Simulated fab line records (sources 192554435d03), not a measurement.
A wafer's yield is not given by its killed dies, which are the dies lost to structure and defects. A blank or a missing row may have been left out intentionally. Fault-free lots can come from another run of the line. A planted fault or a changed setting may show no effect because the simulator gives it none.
Split-lot experiment / flow n5_finfet / 7 lots, 21 wafers read, on a route of 1938 steps

== THE SPLIT ITSELF ==
At N5_BEOL_M1_ILD_DEP_00 (deposits SiOC from DEMS/O2, target thk 79 nm, time 15.3 s), the setting time_s was moved away from the recipe's 15.3 s on 7 of the 21 wafers read, by -10.3% to -8.3%. This setting was run at the recipe's value on the other wafers.

No step appears in the file between the split and the reading.

== THE READING ==
M1_ILD_THK, in nm, at N5_BEOL_M1_THK_MEAS_01. Fault-free wafers of this fab line usually give 78.4 nm, standard deviation 0.93 nm.

wafer=L075.3; tool, chamber at the split=pecvd-03, 0; time_s as run, s=15.3; against the recipe=recipe; M1_ILD_THK, nm=76.9; against lot-mates on the recipe=-
wafer=L075.4; tool, chamber at the split=pecvd-03, 1; time_s as run, s=15.3; against the recipe=recipe; M1_ILD_THK, nm=78.1; against lot-mates on the recipe=-
wafer=L075.5; tool, chamber at the split=pecvd-03, 2; time_s as run, s=15.3; against the recipe=recipe; M1_ILD_THK, nm=79.5; against lot-mates on the recipe=-
wafer=L078.1; tool, chamber at the split=pecvd-03, 2; time_s as run, s=15.3; against the recipe=recipe; M1_ILD_THK, nm=78.2; against lot-mates on the recipe=-
wafer=L078.2; tool, chamber at the split=pecvd-03, 1; time_s as run, s=14.03; against the recipe=-8.3%; M1_ILD_THK, nm=70.5; against lot-mates on the recipe=-7.7
wafer=L078.6; tool, chamber at the split=pecvd-03, 0; time_s as run, s=14.03; against the recipe=-8.3%; M1_ILD_THK, nm=72.6; against lot-mates on the recipe=-5.6
wafer=L079.4; tool, chamber at the split=pecvd-01, 1; time_s as run, s=15.3; against the recipe=recipe; M1_ILD_THK, nm=79.4; against lot-mates on the recipe=-
wafer=L079.5; tool, chamber at the split=pecvd-01, 2; time_s as run, s=15.3; against the recipe=recipe; M1_ILD_THK, nm=79.9; against lot-mates on the recipe=-
wafer=L079.6; tool, chamber at the split=pecvd-01, 0; time_s as run, s=15.3; against the recipe=recipe; M1_ILD_THK, nm=79.7; against lot-mates on the recipe=-
wafer=L090.3; tool, chamber at the split=pecvd-03, 2; time_s as run, s=15.3; against the recipe=recipe; M1_ILD_THK, nm=77.7; against lot-mates on the recipe=-
wafer=L090.5; tool, chamber at the split=pecvd-03, 0; time_s as run, s=15.3; against the recipe=recipe; M1_ILD_THK, nm=78.9; against lot-mates on the recipe=-
wafer=L090.6; tool, chamber at the split=pecvd-03, 1; time_s as run, s=15.3; against the recipe=recipe; M1_ILD_THK, nm=79.1; against lot-mates on the recipe=-
wafer=L091.2; tool, chamber at the split=pecvd-02, 0; time_s as run, s=15.3; against the recipe=recipe; M1_ILD_THK, nm=78.0; against lot-mates on the recipe=-
wafer=L091.4; tool, chamber at the split=pecvd-02, 1; time_s as run, s=13.73; against the recipe=-10.3%; M1_ILD_THK, nm=70.9; against lot-mates on the recipe=-7.1
wafer=L091.6; tool, chamber at the split=pecvd-02, 1; time_s as run, s=13.73; against the recipe=-10.3%; M1_ILD_THK, nm=70.9; against lot-mates on the recipe=-7.1
wafer=L092.1; tool, chamber at the split=pecvd-02, 0; time_s as run, s=13.8; against the recipe=-9.8%; M1_ILD_THK, nm=70.9; against lot-mates on the recipe=no lot-mate on the recipe
wafer=L092.3; tool, chamber at the split=pecvd-02, 1; time_s as run, s=13.8; against the recipe=-9.8%; M1_ILD_THK, nm=70.6; against lot-mates on the recipe=no lot-mate on the recipe
wafer=L092.5; tool, chamber at the split=pecvd-02, 0; time_s as run, s=13.8; against the recipe=-9.8%; M1_ILD_THK, nm=72.0; against lot-mates on the recipe=no lot-mate on the recipe
wafer=L094.2; tool, chamber at the split=pecvd-01, 2; time_s as run, s=15.3; against the recipe=recipe; M1_ILD_THK, nm=76.8; against lot-mates on the recipe=-
wafer=L094.3; tool, chamber at the split=pecvd-01, 1; time_s as run, s=15.3; against the recipe=recipe; M1_ILD_THK, nm=77.6; against lot-mates on the recipe=-
wafer=L094.5; tool, chamber at the split=pecvd-01, 1; time_s as run, s=15.3; against the recipe=recipe; M1_ILD_THK, nm=78.3; against lot-mates on the recipe=-

FIT RESULTS
A straight line over all 21 wafers: M1_ILD_THK changes by +0.757 nm for each +1% of time_s; r = +0.97; the points scatter about the line by 0.95 nm.
The same after taking each lot's own level away (the mean of its wafers on the recipe; 18 wafers): +0.734 nm for each +1%; r = +0.97; scatter 0.75 nm.
According to that fit, moving time_s by its largest amount changes the reading by 7.5 nm.
From 77.57 to 79.67 nm: that is the span of the lots' own levels, equal to 2.3 times the standard deviation above.
The two slopes are in agreement: the lot-to-lot level therefore moves the slope only a little.
Check: with one of the wafers moved furthest among these (-10.3%) left out of the fit, the line predicts -7.73 nm for it against its lot-mates. It came out at -7.1 nm against them.

== THE OTHER SPLITS THESE WAFERS WENT THROUGH ==
Before the reading, these wafers also passed through other splits. Each is held against what the fit with the lots' levels taken away leaves over:
other split on the same wafers=N5_BEOL_M0_CUTY_ETCH_63 source_w; wafers away from the commonest value=8; r with M1_ILD_THK (lot level and that fit taken away)=+0.04

== THE WHOLE CHAIN: every reading that the file lists as answering this split, in the file's order ==
step=N5_BEOL_M1_ILD_DEP_00; what it does=deposits SiOC from DEMS/O2, target thk 79 nm, time 15.3 s; reading=SiOC_of_BEOL_M1_ILD_DEP_00.thk_nm (the simulator's own value, which no gauge read); change (the file's fit)=+0.733 nm for each +1% of the setting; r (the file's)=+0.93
step=N5_BEOL_M1_THK_MEAS_01; what it does=; reading=M1_ILD_THK; change (the file's fit)=+0.734 for each +1% of the setting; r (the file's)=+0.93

== FILE'S OWN FIT ==
M1_ILD_THK changes by +0.734 nm for each +1% of time_s, r = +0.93.
